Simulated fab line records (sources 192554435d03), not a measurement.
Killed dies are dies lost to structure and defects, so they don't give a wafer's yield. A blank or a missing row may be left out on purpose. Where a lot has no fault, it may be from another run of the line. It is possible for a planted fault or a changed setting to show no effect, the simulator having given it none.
Which tool is to blame? || flow n5_finfet || 72 wafers from 24 lots sampled at 2 of the route's 1938 steps

== WHAT THE GAUGES SHOWED, per wafer ==
N5_BEOL_M4_CD_MEAS_28: target cd 26.2 nm, target cd y 24.1 nm.
{"lot": "L074", "measured": "day 7 10:24", "on": "cd_sem-02", "cd_nm (nm)": "25.96 25.94 26.29"}
{"lot": "L075", "measured": "day 7 23:10", "on": "cd_sem-03", "cd_nm (nm)": "26.31 26.52 26.71"}
{"lot": "L077", "measured": "day 8 00:05", "on": "cd_sem-01", "cd_nm (nm)": "26.28 26.49 26.27"}
{"lot": "L076", "measured": "day 8 08:37", "on": "cd_sem-01", "cd_nm (nm)": "25.53 26.10 25.85"}
{"lot": "L078", "measured": "day 8 16:28", "on": "cd_sem-01", "cd_nm (nm)": "26.33 25.94 26.03"}
{"lot": "L079", "measured": "day 8 18:35", "on": "cd_sem-03", "cd_nm (nm)": "26.01 26.17 26.16"}
{"lot": "L080", "measured": "day 8 23:05", "on": "cd_sem-03", "cd_nm (nm)": "26.02 26.13 26.54"}
{"lot": "L081", "measured": "day 9 12:59", "on": "cd_sem-03", "cd_nm (nm)": "26.11 26.52 26.42"}
{"lot": "L082", "measured": "day 9 19:14", "on": "cd_sem-01", "cd_nm (nm)": "25.92 25.76 26.05"}
{"lot": "L083", "measured": "day 9 23:11", "on": "cd_sem-01", "cd_nm (nm)": "26.24 26.32 26.51"}
{"lot": "L084", "measured": "day 10 10:19", "on": "cd_sem-02", "cd_nm (nm)": "26.17 25.93 26.27"}
{"lot": "L085", "measured": "day 10 13:22", "on": "cd_sem-02", "cd_nm (nm)": "26.15 25.96 26.03"}
{"lot": "L086", "measured": "day 10 17:43", "on": "cd_sem-03", "cd_nm (nm)": "26.17 26.46 26.07"}
{"lot": "L088", "measured": "day 11 01:23", "on": "cd_sem-03", "cd_nm (nm)": "25.96 26.30 26.12"}
{"lot": "L089", "measured": "day 11 06:08", "on": "cd_sem-02", "cd_nm (nm)": "25.81 26.31 26.11"}
{"lot": "L087", "measured": "day 11 06:19", "on": "cd_sem-02", "cd_nm (nm)": "26.24 26.34 26.14"}
{"lot": "L090", "measured": "day 11 07:50", "on": "cd_sem-03", "cd_nm (nm)": "26.35 25.93 25.95"}
{"lot": "L091", "measured": "day 11 12:11", "on": "cd_sem-01", "cd_nm (nm)": "26.55 26.23 26.20"}
{"lot": "L093", "measured": "day 12 02:14", "on": "cd_sem-03", "cd_nm (nm)": "26.14 26.21 26.25"}
{"lot": "L092", "measured": "day 12 03:08", "on": "cd_sem-03", "cd_nm (nm)": "26.42 26.20 26.11"}
{"lot": "L094", "measured": "day 12 22:46", "on": "cd_sem-03", "cd_nm (nm)": "26.21 26.20 26.22"}
{"lot": "L095", "measured": "day 13 05:53", "on": "cd_sem-03", "cd_nm (nm)": "26.01 26.21 26.29"}
{"lot": "L096", "measured": "day 13 06:20", "on": "cd_sem-01", "cd_nm (nm)": "25.92 26.44 26.57"}
{"lot": "L097", "measured": "day 13 16:10", "on": "cd_sem-03", "cd_nm (nm)": "26.28 26.57 26.31"}

== WHICH TOOL RAN EACH LOT (tool, then ch and the chambers of the sampled wafers, then the start) ==
{"lot": "L074", "N5_BEOL_M3_SPUTTER_94": "pvd_sputter-03, day 7 06:07"}
{"lot": "L075", "N5_BEOL_M3_SPUTTER_94": "pvd_sputter-03, day 7 18:18"}
{"lot": "L077", "N5_BEOL_M3_SPUTTER_94": "pvd_sputter-02, day 7 20:54"}
{"lot": "L076", "N5_BEOL_M3_SPUTTER_94": "pvd_sputter-03, day 8 00:33"}
{"lot": "L078", "N5_BEOL_M3_SPUTTER_94": "pvd_sputter-03, day 8 10:55"}
{"lot": "L079", "N5_BEOL_M3_SPUTTER_94": "pvd_sputter-03, day 8 13:53"}
{"lot": "L080", "N5_BEOL_M3_SPUTTER_94": "pvd_sputter-01, day 8 19:28"}
{"lot": "L081", "N5_BEOL_M3_SPUTTER_94": "pvd_sputter-02, day 9 08:26"}
{"lot": "L082", "N5_BEOL_M3_SPUTTER_94": "pvd_sputter-01, day 9 15:19"}
{"lot": "L083", "N5_BEOL_M3_SPUTTER_94": "pvd_sputter-02, day 9 18:11"}
{"lot": "L084", "N5_BEOL_M3_SPUTTER_94": "pvd_sputter-03, day 10 06:40"}
{"lot": "L085", "N5_BEOL_M3_SPUTTER_94": "pvd_sputter-01, day 10 07:52"}
{"lot": "L086", "N5_BEOL_M3_SPUTTER_94": "pvd_sputter-01, day 10 14:29"}
{"lot": "L088", "N5_BEOL_M3_SPUTTER_94": "pvd_sputter-02, day 10 22:21"}
{"lot": "L089", "N5_BEOL_M3_SPUTTER_94": "pvd_sputter-02, day 11 01:37"}
{"lot": "L087", "N5_BEOL_M3_SPUTTER_94": "pvd_sputter-03, day 11 01:47"}
{"lot": "L090", "N5_BEOL_M3_SPUTTER_94": "pvd_sputter-03, day 11 04:44"}
{"lot": "L091", "N5_BEOL_M3_SPUTTER_94": "pvd_sputter-02, day 11 08:11"}
{"lot": "L093", "N5_BEOL_M3_SPUTTER_94": "pvd_sputter-01, day 11 21:21"}
{"lot": "L092", "N5_BEOL_M3_SPUTTER_94": "pvd_sputter-03, day 11 23:57"}
{"lot": "L094", "N5_BEOL_M3_SPUTTER_94": "pvd_sputter-02, day 12 18:31"}
{"lot": "L095", "N5_BEOL_M3_SPUTTER_94": "pvd_sputter-02, day 13 00:25"}
{"lot": "L096", "N5_BEOL_M3_SPUTTER_94": "pvd_sputter-03, day 13 02:46"}
{"lot": "L097", "N5_BEOL_M3_SPUTTER_94": "pvd_sputter-02, day 13 12:53"}
- N5_BEOL_M3_SPUTTER_94: material Cu, target thk 4.5 nm, time 8.29 s.

== AS READ BY THE TOOLS THEMSELVES (means over the sampled wafers that have a number; for cases with no such wafer, the mark the record gives instead) ==
N5_BEOL_M3_SPUTTER_94.
{"lot": "L074", "tool": "pvd_sputter-03", "susceptor_temp_C (C)": -20.02, "throttle_valve_pct (%)": 29.9}
{"lot": "L075", "tool": "pvd_sputter-03", "susceptor_temp_C (C)": -19.99, "throttle_valve_pct (%)": 30.0}
{"lot": "L077", "tool": "pvd_sputter-02", "susceptor_temp_C (C)": -19.89, "throttle_valve_pct (%)": 29.7}
{"lot": "L076", "tool": "pvd_sputter-03", "susceptor_temp_C (C)": -19.90, "throttle_valve_pct (%)": 29.5}
{"lot": "L078", "tool": "pvd_sputter-03", "susceptor_temp_C (C)": -19.99, "throttle_valve_pct (%)": 30.6}
{"lot": "L079", "tool": "pvd_sputter-03", "susceptor_temp_C (C)": -19.94, "throttle_valve_pct (%)": 29.9}
{"lot": "L080", "tool": "pvd_sputter-01", "susceptor_temp_C (C)": -19.97, "throttle_valve_pct (%)": 30.4}
{"lot": "L081", "tool": "pvd_sputter-02", "susceptor_temp_C (C)": -19.99, "throttle_valve_pct (%)": 30.3}
{"lot": "L082", "tool": "pvd_sputter-01", "susceptor_temp_C (C)": -19.95, "throttle_valve_pct (%)": 30.1}
{"lot": "L083", "tool": "pvd_sputter-02", "susceptor_temp_C (C)": -20.05, "throttle_valve_pct (%)": 29.7}
{"lot": "L084", "tool": "pvd_sputter-03", "susceptor_temp_C (C)": -20.02, "throttle_valve_pct (%)": 30.6}
{"lot": "L085", "tool": "pvd_sputter-01", "susceptor_temp_C (C)": -20.00, "throttle_valve_pct (%)": 29.4}
{"lot": "L086", "tool": "pvd_sputter-01", "susceptor_temp_C (C)": -20.01, "throttle_valve_pct (%)": 30.5}
{"lot": "L088", "tool": "pvd_sputter-02", "susceptor_temp_C (C)": -20.08, "throttle_valve_pct (%)": 30.3}
{"lot": "L089", "tool": "pvd_sputter-02", "susceptor_temp_C (C)": -19.92, "throttle_valve_pct (%)": 30.3}
{"lot": "L087", "tool": "pvd_sputter-03", "susceptor_temp_C (C)": -20.02, "throttle_valve_pct (%)": 29.9}
{"lot": "L090", "tool": "pvd_sputter-03", "susceptor_temp_C (C)": -20.07, "throttle_valve_pct (%)": 29.9}
{"lot": "L091", "tool": "pvd_sputter-02", "susceptor_temp_C (C)": -20.09, "throttle_valve_pct (%)": 30.5}
{"lot": "L093", "tool": "pvd_sputter-01", "susceptor_temp_C (C)": -20.03, "throttle_valve_pct (%)": 31.0}
{"lot": "L092", "tool": "pvd_sputter-03", "susceptor_temp_C (C)": -19.88, "throttle_valve_pct (%)": 30.0}
{"lot": "L094", "tool": "pvd_sputter-02", "susceptor_temp_C (C)": -19.96, "throttle_valve_pct (%)": 29.9}
{"lot": "L095", "tool": "pvd_sputter-02", "susceptor_temp_C (C)": -20.08, "throttle_valve_pct (%)": 29.9}
{"lot": "L096", "tool": "pvd_sputter-03", "susceptor_temp_C (C)": -20.10, "throttle_valve_pct (%)": 29.9}
{"lot": "L097", "tool": "pvd_sputter-02", "susceptor_temp_C (C)": -20.04, "throttle_valve_pct (%)": 29.8}

== THE ANSWER, worked out from the rows above alone ==
Rule: the usual values come from the lots themselves. The widest of any qualifying gaps counts: lots, ordered by their means at a reading, are off when they make up no more than a third of the lots, leave a main group of 4 or more, and stand apart from it by 3 or more times the standard deviation of that group's means. Not used: any main group whose means are identical at the precision the tables above print for the reading. Also off: a lot with no number at a reading for which 4 or more lots have one. All remaining lots with rows at the step are treated as sound. Order of review: gauges by route order, followed by the tools' own readings, for which a lot's mean as printed above is used. At the first step where some lot is off, the reading lying furthest off is the one used; lots without a number count as furthest.
No lot is off at any reading shown: from this, nothing can be told.

== WHAT THE SIMULATOR PUT IN ==
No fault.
